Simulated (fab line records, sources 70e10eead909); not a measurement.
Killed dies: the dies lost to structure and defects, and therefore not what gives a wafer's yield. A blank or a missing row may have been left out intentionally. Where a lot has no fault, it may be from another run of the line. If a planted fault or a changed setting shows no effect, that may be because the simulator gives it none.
Which tool was responsible? :: flow nandHarc :: 14 lots with 42 wafers sampled at 4 steps, on a route of 1302 steps

== WHAT THE GAUGES SHOWED, per wafer ==
NHARC_P_ZERO_WELL_INSPECT_43.
lot: L149
measured: day 2 03:28
on: defectInspect-01
rawDefectCount: 18 6 7

lot: L152
measured: day 3 09:44
on: defectInspect-01
rawDefectCount: 10 10 8

lot: L153
measured: day 3 19:25
on: defectInspect-02
rawDefectCount: 9 8 17

lot: L161
measured: day 7 09:29
on: defectInspect-01
rawDefectCount: 13 14 11

lot: L162
measured: day 7 13:32
on: defectInspect-01
rawDefectCount: 8 15 9

lot: L163
measured: day 7 23:32
on: defectInspect-01
rawDefectCount: 28 23 13

lot: L164
measured: day 8 09:58
on: defectInspect-02
rawDefectCount: 7 18 7

lot: L165
measured: day 8 19:37
on: defectInspect-01
rawDefectCount: 17 15 16

lot: L166
measured: day 9 05:33
on: defectInspect-02
rawDefectCount: 12 14 6

lot: L167
measured: day 9 15:47
on: defectInspect-02
rawDefectCount: 19 14 6

lot: L168
measured: day 10 01:35
on: defectInspect-01
rawDefectCount: 8 22 15

lot: L169
measured: day 10 12:25
on: defectInspect-01
rawDefectCount: 23 20 13

lot: L170
measured: day 10 21:28
on: defectInspect-01
rawDefectCount: 16 12 10

lot: L172
measured: day 11 17:52
on: defectInspect-02
rawDefectCount: 13 10 9

NHARC_P_GATE_CD_MEAS_11: the cd target is 1640 nm.
lot: L149
measured: day 4 15:02
on: cdSem-02
cdNm (nm): 1643.4 1642.5 1640.5

lot: L161
measured: day 9 13:11
on: cdSem-01
cdNm (nm): 1639.8 1638.1 1639.9

lot: L162
measured: day 9 13:21
on: cdSem-01
cdNm (nm): 1640.4 1638.9 1638.7

lot: L163
measured: day 10 10:38
on: cdSem-01
cdNm (nm): 1641.7 1642.6 1642.1

lot: L164
measured: day 10 10:29
on: cdSem-03
cdNm (nm): 1642.4 1637.4 1638.5

lot: L165
measured: day 10 23:19
on: cdSem-03
cdNm (nm): 1642.0 1637.5 1637.9

lot: L166
measured: day 11 07:50
on: cdSem-02
cdNm (nm): 1637.6 1640.6 1643.4

lot: L167
measured: day 11 18:46
on: cdSem-03
cdNm (nm): 1641.6 1643.0 1642.2

lot: L168
measured: day 12 05:42
on: cdSem-01
cdNm (nm): 1641.1 1640.0 1639.1

lot: L169
measured: day 12 20:09
on: cdSem-03
cdNm (nm): 1639.6 1638.2 1639.9

lot: L170
measured: day 13 00:40
on: cdSem-03
cdNm (nm): 1640.3 1639.9 1639.5

lot: L172
measured: day 13 22:45
on: cdSem-03
cdNm (nm): 1641.3 1635.7 1638.2

== WHICH TOOL RAN EACH LOT (tool, then ch and the chambers of the sampled wafers, then the start) ==
lot: L149
NHARC_P_ZERO_WELL_DEVELOP_36: lithoTrack-05 ch 0, day 2 00:00
NHARC_P_ZERO_WELL_DESCUM_39: rieDiel-02 ch 0,1,2, day 2 00:17

lot: L152
NHARC_P_ZERO_WELL_DEVELOP_36: lithoTrack-03, day 3 06:00
NHARC_P_ZERO_WELL_DESCUM_39: rieDiel-02 ch 0,1, day 3 06:26

lot: L153
NHARC_P_ZERO_WELL_DEVELOP_36: lithoTrack-05, day 3 15:00
NHARC_P_ZERO_WELL_DESCUM_39: rieDiel-09 ch 1,2,3, day 3 16:08

lot: L161
NHARC_P_ZERO_WELL_DEVELOP_36: lithoTrack-03 ch 0, day 7 03:00
NHARC_P_ZERO_WELL_DESCUM_39: rieDiel-02 ch 1,3, day 7 06:11

lot: L162
NHARC_P_ZERO_WELL_DEVELOP_36: lithoTrack-05 ch 0, day 7 10:00
NHARC_P_ZERO_WELL_DESCUM_39: rieDiel-02 ch 0,1,2, day 7 10:24

lot: L163
NHARC_P_ZERO_WELL_DEVELOP_36: lithoTrack-07 ch 0, day 7 20:00
NHARC_P_ZERO_WELL_DESCUM_39: rieDiel-10 ch 0,2,3, day 7 20:22

lot: L164
NHARC_P_ZERO_WELL_DEVELOP_36: lithoTrack-07 ch 0, day 8 06:00
NHARC_P_ZERO_WELL_DESCUM_39: rieDiel-02 ch 2,3, day 8 06:41

lot: L165
NHARC_P_ZERO_WELL_DEVELOP_36: lithoTrack-03 ch 0, day 8 16:00
NHARC_P_ZERO_WELL_DESCUM_39: rieDiel-09 ch 0,2,3, day 8 16:19

lot: L166
NHARC_P_ZERO_WELL_DEVELOP_36: lithoTrack-03 ch 0, day 9 02:00
NHARC_P_ZERO_WELL_DESCUM_39: rieDiel-09 ch 0,1,2, day 9 02:16

lot: L167
NHARC_P_ZERO_WELL_DEVELOP_36: lithoTrack-03 ch 0, day 9 12:00
NHARC_P_ZERO_WELL_DESCUM_39: rieDiel-02 ch 0,3, day 9 12:30

lot: L168
NHARC_P_ZERO_WELL_DEVELOP_36: lithoTrack-07 ch 0, day 9 22:00
NHARC_P_ZERO_WELL_DESCUM_39: rieDiel-09 ch 0,2,3, day 9 22:17

lot: L169
NHARC_P_ZERO_WELL_DEVELOP_36: lithoTrack-03 ch 0, day 10 08:00
NHARC_P_ZERO_WELL_DESCUM_39: rieDiel-09 ch 0,1,3, day 10 08:17

lot: L170
NHARC_P_ZERO_WELL_DEVELOP_36: lithoTrack-03 ch 0, day 10 17:00
NHARC_P_ZERO_WELL_DESCUM_39: rieDiel-10 ch 1,2,3, day 10 18:10

lot: L172
NHARC_P_ZERO_WELL_DEVELOP_36: lithoTrack-05 ch 0, day 11 14:00
NHARC_P_ZERO_WELL_DESCUM_39: rieDiel-10 ch 1,2,3, day 11 14:31
- NHARC_P_ZERO_WELL_DEVELOP_36: time 70 s.
- NHARC_P_ZERO_WELL_DESCUM_39: chemistry O2, time 3 s.

== WHAT THE TOOLS THEMSELVES READ (means of the sampled wafers that have a number; where no wafer has one, the mark that the record gives instead) ==
NHARC_P_ZERO_WELL_DEVELOP_36.
lot: L149
tool: lithoTrack-05
chillPlateTempC (C): 23.12
exhaustPa (Pa): 44.9

lot: L152
tool: lithoTrack-03
chillPlateTempC (C): -
exhaustPa (Pa): -

lot: L153
tool: lithoTrack-05
chillPlateTempC (C): -
exhaustPa (Pa): -

lot: L161
tool: lithoTrack-03
chillPlateTempC (C): 23.04
exhaustPa (Pa): 44.4

lot: L162
tool: lithoTrack-05
chillPlateTempC (C): 23.10
exhaustPa (Pa): 44.5

lot: L163
tool: lithoTrack-07
chillPlateTempC (C): 23.04
exhaustPa (Pa): 44.8

lot: L164
tool: lithoTrack-07
chillPlateTempC (C): 23.11
exhaustPa (Pa): 43.6

lot: L165
tool: lithoTrack-03
chillPlateTempC (C): 23.07
exhaustPa (Pa): 44.4

lot: L166
tool: lithoTrack-03
chillPlateTempC (C): 23.17
exhaustPa (Pa): 45.9

lot: L167
tool: lithoTrack-03
chillPlateTempC (C): 22.98
exhaustPa (Pa): 45.1

lot: L168
tool: lithoTrack-07
chillPlateTempC (C): 23.00
exhaustPa (Pa): 46.7

lot: L169
tool: lithoTrack-03
chillPlateTempC (C): 22.94
exhaustPa (Pa): 44.7

lot: L170
tool: lithoTrack-03
chillPlateTempC (C): 23.01
exhaustPa (Pa): 45.1

lot: L172
tool: lithoTrack-05
chillPlateTempC (C): 23.20
exhaustPa (Pa): 45.2

NHARC_P_ZERO_WELL_DESCUM_39.
lot: L149
tool: rieDiel-02
drypumpMotorCurrentA (A): 6.1
mfcArSccm (sccm): 0.014
oesProductAu (a.u.): 0.999
rfVppV (V): 57.6
showerheadPlenumPTorr (Torr): 1.85
throttleValvePct (%): 11.310

lot: L152
tool: rieDiel-02
drypumpMotorCurrentA (A): 5.9
mfcArSccm (sccm): 0.023
oesProductAu (a.u.): 1.011
rfVppV (V): 59.0
showerheadPlenumPTorr (Torr): 1.93
throttleValvePct (%): 11.316

lot: L153
tool: rieDiel-09
drypumpMotorCurrentA (A): 6.1
mfcArSccm (sccm): 0.031
oesProductAu (a.u.): 0.979
rfVppV (V): 57.8
showerheadPlenumPTorr (Torr): 1.89
throttleValvePct (%): 11.318

lot: L161
tool: rieDiel-02
drypumpMotorCurrentA (A): 5.6
mfcArSccm (sccm): 0.009
oesProductAu (a.u.): 0.997
rfVppV (V): 58.1
showerheadPlenumPTorr (Torr): 1.91
throttleValvePct (%): 11.312

lot: L162
tool: rieDiel-02
drypumpMotorCurrentA (A): 6.1
mfcArSccm (sccm): 0.014
oesProductAu (a.u.): 1.006
rfVppV (V): 56.7
showerheadPlenumPTorr (Torr): 1.84
throttleValvePct (%): 11.300

lot: L163
tool: rieDiel-10
drypumpMotorCurrentA (A): 5.9
mfcArSccm (sccm): 0.001
oesProductAu (a.u.): 0.999
rfVppV (V): 57.6
showerheadPlenumPTorr (Torr): 1.90
throttleValvePct (%): 11.322

lot: L164
tool: rieDiel-02
drypumpMotorCurrentA (A): 5.8
mfcArSccm (sccm): 0.001
oesProductAu (a.u.): 0.988
rfVppV (V): 57.5
showerheadPlenumPTorr (Torr): 1.84
throttleValvePct (%): 11.303

lot: L165
tool: rieDiel-09
drypumpMotorCurrentA (A): 6.0
mfcArSccm (sccm): 0.023
oesProductAu (a.u.): 1.010
rfVppV (V): 57.9
showerheadPlenumPTorr (Torr): 1.89
throttleValvePct (%): 11.316

lot: L166
tool: rieDiel-09
drypumpMotorCurrentA (A): 6.1
mfcArSccm (sccm): 0.024
oesProductAu (a.u.): 1.016
rfVppV (V): 57.0
showerheadPlenumPTorr (Torr): 1.87
throttleValvePct (%): 11.310

lot: L167
tool: rieDiel-02
drypumpMotorCurrentA (A): 5.9
mfcArSccm (sccm): 0.011
oesProductAu (a.u.): 0.991
rfVppV (V): 57.1
showerheadPlenumPTorr (Torr): 1.79
throttleValvePct (%): 11.307

lot: L168
tool: rieDiel-09
drypumpMotorCurrentA (A): 6.0
mfcArSccm (sccm): 0.023
oesProductAu (a.u.): 1.004
rfVppV (V): 58.0
showerheadPlenumPTorr (Torr): 1.89
throttleValvePct (%): 11.315

lot: L169
tool: rieDiel-09
drypumpMotorCurrentA (A): 6.0
mfcArSccm (sccm): 0.030
oesProductAu (a.u.): 0.999
rfVppV (V): 57.7
showerheadPlenumPTorr (Torr): 1.91
throttleValvePct (%): 11.316

lot: L170
tool: rieDiel-10
drypumpMotorCurrentA (A): 5.7
mfcArSccm (sccm): 0.002
oesProductAu (a.u.): 1.000
rfVppV (V): 57.5
showerheadPlenumPTorr (Torr): 1.91
throttleValvePct (%): 11.309

lot: L172
tool: rieDiel-10
drypumpMotorCurrentA (A): 5.6
mfcArSccm (sccm): 0.002
oesProductAu (a.u.): 0.999
rfVppV (V): 57.4
showerheadPlenumPTorr (Torr): 1.91
throttleValvePct (%): 11.303

== THE ANSWER, worked out from the rows above alone ==
Rule: the lots themselves supply what counts as usual. The widest of any qualifying gaps counts: lots, ordered by their means at a reading, are off when they make up no more than a third of the lots, leave a main group of 4 or more, and stand apart from it by 3 or more times the standard deviation of that group's means. The tables above print the reading to a certain number of digits; a main group whose means all agree to those digits is not used. Also off: a lot with no number at a reading for which 4 or more lots have one. All remaining lots with rows at the step are treated as sound. First the gauges in route order, then the tools' own readings, where a lot's mean is used as printed above. The first step at which some lot is off is used, and at that step the reading that is off furthest; a lot without a number counts as furthest.
Off, at NHARC_P_ZERO_WELL_DEVELOP_36 on chillPlateTempC: L152, L153. Without a number there: L152, L153. Mean 23.07 C and standard deviation 0.075 in the main group.
A tool fits if, at that step or a process step before it, it ran every lot that is off, and no sound lot after the first of them. Of those tried, none fits.

== WHAT THE SIMULATOR HAD PUT IN ==
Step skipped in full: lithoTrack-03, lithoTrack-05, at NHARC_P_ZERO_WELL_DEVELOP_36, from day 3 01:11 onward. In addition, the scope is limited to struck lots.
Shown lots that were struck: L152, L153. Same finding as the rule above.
